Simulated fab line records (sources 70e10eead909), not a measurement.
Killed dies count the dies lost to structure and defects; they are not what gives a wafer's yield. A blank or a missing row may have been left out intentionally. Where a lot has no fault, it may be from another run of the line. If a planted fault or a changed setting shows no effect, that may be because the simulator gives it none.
Which tool is to blame? :: flow nand-harc :: 12 lots with 36 wafers sampled at 5 steps, on a route of 1302 steps

## WHAT EACH GAUGE READ, for each wafer
NHARC_END_SORT_01. Usual: killed-at-array 63, standard deviation 18; killed-at-other 1.1, standard deviation 1.3; killed-at-periphery 4.3, standard deviation 2.8; killed-dies 68, standard deviation 18; killed-open 3.3, standard deviation 2; killed-short 2.4, standard deviation 1.6.
lot: L470
measured: day 25 04:48
on: prober-01
killed-at-array: 58 48 52
killed-at-other: 0 1 0
killed-at-periphery: 3 2 1
killed-dies: 61 51 53
killed-open: 2 2 4
killed-short: 5 3 1
flag: 

lot: L473
measured: day 26 00:02
on: prober-01
killed-at-array: 80 64 73
killed-at-other: 1 0 0
killed-at-periphery: 6 4 5
killed-dies: 87 68 78
killed-open: 2 1 6
killed-short: 2 3 2
flag: 

lot: L471
measured: day 25 17:53
on: prober-01
killed-at-array: 81 69 76
killed-at-other: 0 0 1
killed-at-periphery: 7 8 5
killed-dies: 88 77 82
killed-open: 3 4 4
killed-short: 0 3 0
flag: 

lot: L472
measured: day 25 17:52
on: prober-02
killed-at-array: 48 37 41
killed-at-other: 1 4 2
killed-at-periphery: 1 6 7
killed-dies: 50 47 50
killed-open: 2 5 3
killed-short: 3 0 1
flag: 

lot: L480
measured: day 31 16:52
on: prober-02
killed-at-array: 667 674 60
killed-at-other: 2 0 0
killed-at-periphery: 8 3 4
killed-dies: 677 677 64
killed-open: 6 3 6
killed-short: 2 3 1
flag: OFF

lot: L481
measured: day 32 00:43
on: prober-02
killed-at-array: 61 674 64
killed-at-other: 2 1 1
killed-at-periphery: 1 2 2
killed-dies: 64 677 67
killed-open: 1 2 1
killed-short: 1 0 2
flag: OFF

lot: L484
measured: day 32 09:58
on: prober-01
killed-at-array: 45 43 39
killed-at-other: 1 0 1
killed-at-periphery: 3 9 10
killed-dies: 49 52 50
killed-open: 9 2 3
killed-short: 3 4 3
flag: 

lot: L486
measured: day 33 07:05
on: prober-02
killed-at-array: 54 64 54
killed-at-other: 1 1 0
killed-at-periphery: 6 3 3
killed-dies: 61 68 57
killed-open: 3 5 0
killed-short: 6 3 3
flag: 

lot: L487
measured: day 33 07:53
on: prober-01
killed-at-array: 69 68 74
killed-at-other: 0 0 0
killed-at-periphery: 1 2 0
killed-dies: 70 70 74
killed-open: 6 2 2
killed-short: 2 1 2
flag: 

lot: L488
measured: day 33 14:08
on: prober-02
killed-at-array: 44 43 49
killed-at-other: 1 1 0
killed-at-periphery: 5 2 4
killed-dies: 50 46 53
killed-open: 2 1 4
killed-short: 0 5 3
flag: 

lot: L489
measured: day 33 16:25
on: prober-01
killed-at-array: 78 64 75
killed-at-other: 2 1 0
killed-at-periphery: 8 14 12
killed-dies: 88 79 87
killed-open: 4 5 7
killed-short: 3 5 6
flag: 

lot: L491
measured: day 34 15:43
on: prober-02
killed-at-array: 43 38 40
killed-at-other: 4 1 0
killed-at-periphery: 5 9 2
killed-dies: 52 48 42
killed-open: 1 7 2
killed-short: 1 1 2
flag: 

## TOOL THAT RAN EACH LOT (tool first, then ch and the chambers of the sampled wafers, then the start)
lot: L470
NHARC_A_SLIT_ETCH_26: har-etch-02 ch 0,1, day 20 15:10
NHARC_A_WL_FILL_STRIP_29: rie-diel-02 ch 0,1,2, day 21 10:45
NHARC_A_WL_FILL_ETCHBACK_17: rie-metal-03 ch 0,1, day 21 10:49
NHARC_A_WL_FILL_ETCHBACK_26: rie-si-03 ch 0,3, day 21 15:58

lot: L473
NHARC_A_SLIT_ETCH_26: har-etch-02 ch 0,1, day 21 07:49
NHARC_A_WL_FILL_STRIP_29: rie-diel-12 ch 1,2, day 22 08:08
NHARC_A_WL_FILL_ETCHBACK_17: rie-metal-03 ch 0,1, day 22 08:15
NHARC_A_WL_FILL_ETCHBACK_26: rie-si-03 ch 0,1,3, day 22 12:16

lot: L471
NHARC_A_SLIT_ETCH_26: har-etch-01 ch 0,1, day 21 08:32
NHARC_A_WL_FILL_STRIP_29: rie-diel-12 ch 0,1,3, day 22 06:58
NHARC_A_WL_FILL_ETCHBACK_17: rie-metal-02 ch 0,1, day 22 07:05
NHARC_A_WL_FILL_ETCHBACK_26: rie-si-05 ch 2,3, day 22 12:14

lot: L472
NHARC_A_SLIT_ETCH_26: har-etch-02 ch 0,1, day 21 11:36
NHARC_A_WL_FILL_STRIP_29: rie-diel-06 ch 2,3, day 22 06:53
NHARC_A_WL_FILL_ETCHBACK_17: rie-metal-03 ch 0,1, day 22 07:01
NHARC_A_WL_FILL_ETCHBACK_26: rie-si-06 ch 0,3, day 22 12:14

lot: L480
NHARC_A_SLIT_ETCH_26: har-etch-01 ch 0, day 24 09:47
NHARC_A_WL_FILL_STRIP_29: rie-diel-12 ch 0,1,2, day 25 08:30
NHARC_A_WL_FILL_ETCHBACK_17: rie-metal-01 ch 0,1, day 25 08:35
NHARC_A_WL_FILL_ETCHBACK_26: rie-si-03 ch 0,1,2, day 25 14:24

lot: L481
NHARC_A_SLIT_ETCH_26: har-etch-02 ch 0,1, day 24 21:17
NHARC_A_WL_FILL_STRIP_29: rie-diel-06 ch 0,1,2, day 25 18:07
NHARC_A_WL_FILL_ETCHBACK_17: rie-metal-01 ch 0,1, day 25 18:11
NHARC_A_WL_FILL_ETCHBACK_26: rie-si-06 ch 0,2,3, day 25 22:23

lot: L484
NHARC_A_SLIT_ETCH_26: har-etch-02 ch 0,1, day 26 07:38
NHARC_A_WL_FILL_STRIP_29: rie-diel-02 ch 0,2, day 27 03:24
NHARC_A_WL_FILL_ETCHBACK_17: rie-metal-02 ch 0,1, day 27 03:31
NHARC_A_WL_FILL_ETCHBACK_26: rie-si-06 ch 1,2,3, day 27 08:36

lot: L486
NHARC_A_SLIT_ETCH_26: har-etch-02 ch 0,1, day 27 11:58
NHARC_A_WL_FILL_STRIP_29: rie-diel-02 ch 2,3, day 28 07:57
NHARC_A_WL_FILL_ETCHBACK_17: rie-metal-03 ch 0,1, day 28 08:02
NHARC_A_WL_FILL_ETCHBACK_26: rie-si-06 ch 1,2, day 28 13:14

lot: L487
NHARC_A_SLIT_ETCH_26: har-etch-01 ch 0,1, day 28 05:17
NHARC_A_WL_FILL_STRIP_29: rie-diel-06 ch 1,2, day 29 00:41
NHARC_A_WL_FILL_ETCHBACK_17: rie-metal-01 ch 0,1, day 29 00:46
NHARC_A_WL_FILL_ETCHBACK_26: rie-si-06 ch 0,1, day 29 06:01

lot: L488
NHARC_A_SLIT_ETCH_26: har-etch-02 ch 0,1, day 28 06:46
NHARC_A_WL_FILL_STRIP_29: rie-diel-02 ch 0,1,3, day 29 00:45
NHARC_A_WL_FILL_ETCHBACK_17: rie-metal-02 ch 0,1, day 29 00:52
NHARC_A_WL_FILL_ETCHBACK_26: rie-si-05 ch 0,2,3, day 29 06:01

lot: L489
NHARC_A_SLIT_ETCH_26: har-etch-01 ch 0, day 28 09:01
NHARC_A_WL_FILL_STRIP_29: rie-diel-06 ch 0,2,3, day 29 06:26
NHARC_A_WL_FILL_ETCHBACK_17: rie-metal-03 ch 0,1, day 29 06:32
NHARC_A_WL_FILL_ETCHBACK_26: rie-si-05 ch 1,2,3, day 29 11:40

lot: L491
NHARC_A_SLIT_ETCH_26: har-etch-01 ch 0,1, day 30 08:26
NHARC_A_WL_FILL_STRIP_29: rie-diel-06 ch 0,1,3, day 31 04:14
NHARC_A_WL_FILL_ETCHBACK_17: rie-metal-01 ch 0,1, day 31 04:19
NHARC_A_WL_FILL_ETCHBACK_26: rie-si-03 ch 0,1,3, day 31 09:28
- NHARC_A_SLIT_ETCH_26: etches the open film in C4F8/O2/Ar, time 90 s, target depth 400 nm.
- NHARC_A_WL_FILL_STRIP_29: strips in O2, time 20 s.
- NHARC_A_WL_FILL_ETCHBACK_17: etches the open film in Cl2/BCl3, target depth 4 nm, time 26.7 s.
- NHARC_A_WL_FILL_ETCHBACK_26: etches the open film in HBr, target depth 52 nm, time 13.3 s.

## WHAT THE TOOLS THEMSELVES READ (means of the sampled wafers that have a number; where no wafer has one, the mark that the record gives instead)
NHARC_A_SLIT_ETCH_26. Usual: drypump-motor-current-A 5.5 A, standard deviation 0.42; showerhead-plenum-p-Torr 3.76 Torr, standard deviation 0.16; throttle-valve-pct 27.620 %, standard deviation 0.0092.
lot: L470
tool: har-etch-02
drypump-motor-current-A (A): 5.3
showerhead-plenum-p-Torr (Torr): 3.96
throttle-valve-pct (%): 27.633
flag: 

lot: L473
tool: har-etch-02
drypump-motor-current-A (A): 5.7
showerhead-plenum-p-Torr (Torr): 3.95
throttle-valve-pct (%): 27.621
flag: 

lot: L471
tool: har-etch-01
drypump-motor-current-A (A): 5.5
showerhead-plenum-p-Torr (Torr): 3.63
throttle-valve-pct (%): 27.616
flag: 

lot: L472
tool: har-etch-02
drypump-motor-current-A (A): 5.3
showerhead-plenum-p-Torr (Torr): 3.95
throttle-valve-pct (%): 27.625
flag: 

lot: L480
tool: har-etch-01
drypump-motor-current-A (A): 5.6
showerhead-plenum-p-Torr (Torr): 3.59
throttle-valve-pct (%): 27.617
flag: 

lot: L481
tool: har-etch-02
drypump-motor-current-A (A): 5.3
showerhead-plenum-p-Torr (Torr): 3.92
throttle-valve-pct (%): 27.623
flag: 

lot: L484
tool: har-etch-02
drypump-motor-current-A (A): 5.3
showerhead-plenum-p-Torr (Torr): 3.91
throttle-valve-pct (%): 27.613
flag: 

lot: L486
tool: har-etch-02
drypump-motor-current-A (A): 5.3
showerhead-plenum-p-Torr (Torr): 3.90
throttle-valve-pct (%): 27.622
flag: 

lot: L487
tool: har-etch-01
drypump-motor-current-A (A): 5.4
showerhead-plenum-p-Torr (Torr): 3.60
throttle-valve-pct (%): 27.619
flag: 

lot: L488
tool: har-etch-02
drypump-motor-current-A (A): 5.3
showerhead-plenum-p-Torr (Torr): 3.89
throttle-valve-pct (%): 27.612
flag: 

lot: L489
tool: har-etch-01
drypump-motor-current-A (A): 5.6
showerhead-plenum-p-Torr (Torr): 3.56
throttle-valve-pct (%): 27.623
flag: 

lot: L491
tool: har-etch-01
drypump-motor-current-A (A): 5.3
showerhead-plenum-p-Torr (Torr): 3.59
throttle-valve-pct (%): 27.620
flag: 

NHARC_A_WL_FILL_STRIP_29. Usual: drypump-motor-current-A 5.6 A, standard deviation 0.48; oes-product-au 0.999 a.u., standard deviation 0.0078; rf-vpp-V 57.9 V, standard deviation 0.91; showerhead-plenum-p-Torr 3.57 Torr, standard deviation 0.17; throttle-valve-pct 17.036 %, standard deviation 0.0092.
lot: L470
tool: rie-diel-02
drypump-motor-current-A (A): 5.1
oes-product-au (a.u.): 0.994
rf-vpp-V (V): 57.6
showerhead-plenum-p-Torr (Torr): 3.47
throttle-valve-pct (%): 17.030
flag: 

lot: L473
tool: rie-diel-12
drypump-motor-current-A (A): 6.1
oes-product-au (a.u.): 1.002
rf-vpp-V (V): 58.4
showerhead-plenum-p-Torr (Torr): 3.61
throttle-valve-pct (%): 17.033
flag: 

lot: L471
tool: rie-diel-12
drypump-motor-current-A (A): 6.1
oes-product-au (a.u.): 0.997
rf-vpp-V (V): 58.3
showerhead-plenum-p-Torr (Torr): 3.60
throttle-valve-pct (%): 17.036
flag: 

lot: L472
tool: rie-diel-06
drypump-motor-current-A (A): 5.9
oes-product-au (a.u.): 0.995
rf-vpp-V (V): 57.6
showerhead-plenum-p-Torr (Torr): 3.53
throttle-valve-pct (%): 17.045
flag: 

lot: L480
tool: rie-diel-12
drypump-motor-current-A (A): 6.1
oes-product-au (a.u.): 0.994
rf-vpp-V (V): 58.3
showerhead-plenum-p-Torr (Torr): 3.67
throttle-valve-pct (%): 17.040
flag: 

lot: L481
tool: rie-diel-06
drypump-motor-current-A (A): 5.8
oes-product-au (a.u.): 0.988
rf-vpp-V (V): 58.1
showerhead-plenum-p-Torr (Torr): 3.62
throttle-valve-pct (%): 17.029
flag: 

lot: L484
tool: rie-diel-02
drypump-motor-current-A (A): 4.8
oes-product-au (a.u.): 1.004
rf-vpp-V (V): 57.1
showerhead-plenum-p-Torr (Torr): 3.46
throttle-valve-pct (%): 17.034
flag: 

lot: L486
tool: rie-diel-02
drypump-motor-current-A (A): 5.0
oes-product-au (a.u.): 1.008
rf-vpp-V (V): 57.9
showerhead-plenum-p-Torr (Torr): 3.77
throttle-valve-pct (%): 17.037
flag: 

lot: L487
tool: rie-diel-06
drypump-motor-current-A (A): 5.9
oes-product-au (a.u.): 1.004
rf-vpp-V (V): 58.4
showerhead-plenum-p-Torr (Torr): 3.62
throttle-valve-pct (%): 17.038
flag: 

lot: L488
tool: rie-diel-02
drypump-motor-current-A (A): 5.3
oes-product-au (a.u.): 1.002
rf-vpp-V (V): 57.9
showerhead-plenum-p-Torr (Torr): 3.45
throttle-valve-pct (%): 17.037
flag: 

lot: L489
tool: rie-diel-06
drypump-motor-current-A (A): 5.8
oes-product-au (a.u.): 0.997
rf-vpp-V (V): 58.8
showerhead-plenum-p-Torr (Torr): 3.58
throttle-valve-pct (%): 17.032
flag: 

lot: L491
tool: rie-diel-06
drypump-motor-current-A (A): 5.9
oes-product-au (a.u.): 1.002
rf-vpp-V (V): 57.9
showerhead-plenum-p-Torr (Torr): 3.62
throttle-valve-pct (%): 17.028
flag: 

NHARC_A_WL_FILL_ETCHBACK_17. Usual: drypump-motor-current-A 5.4 A, standard deviation 0.51; oes-product-au 1.001 a.u., standard deviation 0.0088; run-length-s 48.0 s, standard deviation 0.5.
lot: L470
tool: rie-metal-03
drypump-motor-current-A (A): 5.8
oes-product-au (a.u.): 1.010
run-length-s (s): 47.6
flag: 

lot: L473
tool: rie-metal-03
drypump-motor-current-A (A): 5.7
oes-product-au (a.u.): 0.996
run-length-s (s): 47.7
flag: 

lot: L471
tool: rie-metal-02
drypump-motor-current-A (A): 5.3
oes-product-au (a.u.): 0.990
run-length-s (s): 48.5
flag: 

lot: L472
tool: rie-metal-03
drypump-motor-current-A (A): 5.7
oes-product-au (a.u.): 1.005
run-length-s (s): 47.5
flag: 

lot: L480
tool: rie-metal-01
drypump-motor-current-A (A): 5.0
oes-product-au (a.u.): 1.012
run-length-s (s): 35.9
flag: OFF

lot: L481
tool: rie-metal-01
drypump-motor-current-A (A): 5.0
oes-product-au (a.u.): 1.009
run-length-s (s): 42.0
flag: OFF

lot: L484
tool: rie-metal-02
drypump-motor-current-A (A): 5.7
oes-product-au (a.u.): 0.989
run-length-s (s): 48.3
flag: 

lot: L486
tool: rie-metal-03
drypump-motor-current-A (A): 5.7
oes-product-au (a.u.): 0.998
run-length-s (s): 47.6
flag: 

lot: L487
tool: rie-metal-01
drypump-motor-current-A (A): 5.0
oes-product-au (a.u.): 0.999
run-length-s (s): 47.8
flag: 

lot: L488
tool: rie-metal-02
drypump-motor-current-A (A): 5.7
oes-product-au (a.u.): 1.000
run-length-s (s): 48.5
flag: 

lot: L489
tool: rie-metal-03
drypump-motor-current-A (A): 5.8
oes-product-au (a.u.): 1.002
run-length-s (s): 47.4
flag: 

lot: L491
tool: rie-metal-01
drypump-motor-current-A (A): 5.0
oes-product-au (a.u.): 1.003
run-length-s (s): 48.2
flag: 

NHARC_A_WL_FILL_ETCHBACK_26. Usual: drypump-motor-current-A 6.0 A, standard deviation 0.45; oes-product-au 0.999 a.u., standard deviation 0.0063; run-length-s 34.4 s, standard deviation 0.3; throttle-valve-pct 23.266 %, standard deviation 0.0092.
lot: L470
tool: rie-si-03
drypump-motor-current-A (A): 6.4
oes-product-au (a.u.): 0.995
run-length-s (s): 34.5
throttle-valve-pct (%): 23.263
flag: 

lot: L473
tool: rie-si-03
drypump-motor-current-A (A): 6.1
oes-product-au (a.u.): 1.001
run-length-s (s): 34.3
throttle-valve-pct (%): 23.278
flag: 

lot: L471
tool: rie-si-05
drypump-motor-current-A (A): 6.4
oes-product-au (a.u.): 0.999
run-length-s (s): 34.2
throttle-valve-pct (%): 23.273
flag: 

lot: L472
tool: rie-si-06
drypump-motor-current-A (A): 5.8
oes-product-au (a.u.): 0.996
run-length-s (s): 34.2
throttle-valve-pct (%): 23.266
flag: 

lot: L480
tool: rie-si-03
drypump-motor-current-A (A): 6.0
oes-product-au (a.u.): 1.000
run-length-s (s): 34.5
throttle-valve-pct (%): 23.267
flag: 

lot: L481
tool: rie-si-06
drypump-motor-current-A (A): 5.8
oes-product-au (a.u.): 1.008
run-length-s (s): 34.4
throttle-valve-pct (%): 23.270
flag: 

lot: L484
tool: rie-si-06
drypump-motor-current-A (A): 5.9
oes-product-au (a.u.): 0.999
run-length-s (s): 34.7
throttle-valve-pct (%): 23.273
flag: 

lot: L486
tool: rie-si-06
drypump-motor-current-A (A): 6.1
oes-product-au (a.u.): 0.999
run-length-s (s): 34.6
throttle-valve-pct (%): 23.270
flag: 

lot: L487
tool: rie-si-06
drypump-motor-current-A (A): 5.8
oes-product-au (a.u.): 1.000
run-length-s (s): 34.4
throttle-valve-pct (%): 23.271
flag: 

lot: L488
tool: rie-si-05
drypump-motor-current-A (A): 6.2
oes-product-au (a.u.): 0.997
run-length-s (s): 34.6
throttle-valve-pct (%): 23.265
flag: 

lot: L489
tool: rie-si-05
drypump-motor-current-A (A): 5.9
oes-product-au (a.u.): 0.998
run-length-s (s): 34.4
throttle-valve-pct (%): 23.261
flag: 

lot: L491
tool: rie-si-03
drypump-motor-current-A (A): 6.1
oes-product-au (a.u.): 1.005
run-length-s (s): 34.4
throttle-valve-pct (%): 23.258
flag: 

## THE ANSWER, worked out from the rows above alone
Rule: a lot is off if the mean of its wafers that have a number lies more than 3 standard deviations from the usual mean. Also off: a lot with no number at a reading for which 4 or more lots have one. Where the step has rows for the other lots, those lots are counted as sound. The gauges are gone through in route order, then the tools' own readings, and for those a lot's mean is taken as printed above. At the first step where some lot is off, the reading lying furthest off is the one used; lots without a number count as furthest.
Off, at NHARC_END_SORT_01 on killed-dies: L480, L481.
If a tool, at a process step before that reading, ran all the lots that are off and no sound lot after the first of them, it fits. Not tried: the gauges at NHARC_END_SORT_01; whatever is off there is also off at NHARC_A_WL_FILL_ETCHBACK_17, on other tools, and gauge error can't account for it. No candidate that was tried fits.

## WHAT THE SIMULATOR PUT IN
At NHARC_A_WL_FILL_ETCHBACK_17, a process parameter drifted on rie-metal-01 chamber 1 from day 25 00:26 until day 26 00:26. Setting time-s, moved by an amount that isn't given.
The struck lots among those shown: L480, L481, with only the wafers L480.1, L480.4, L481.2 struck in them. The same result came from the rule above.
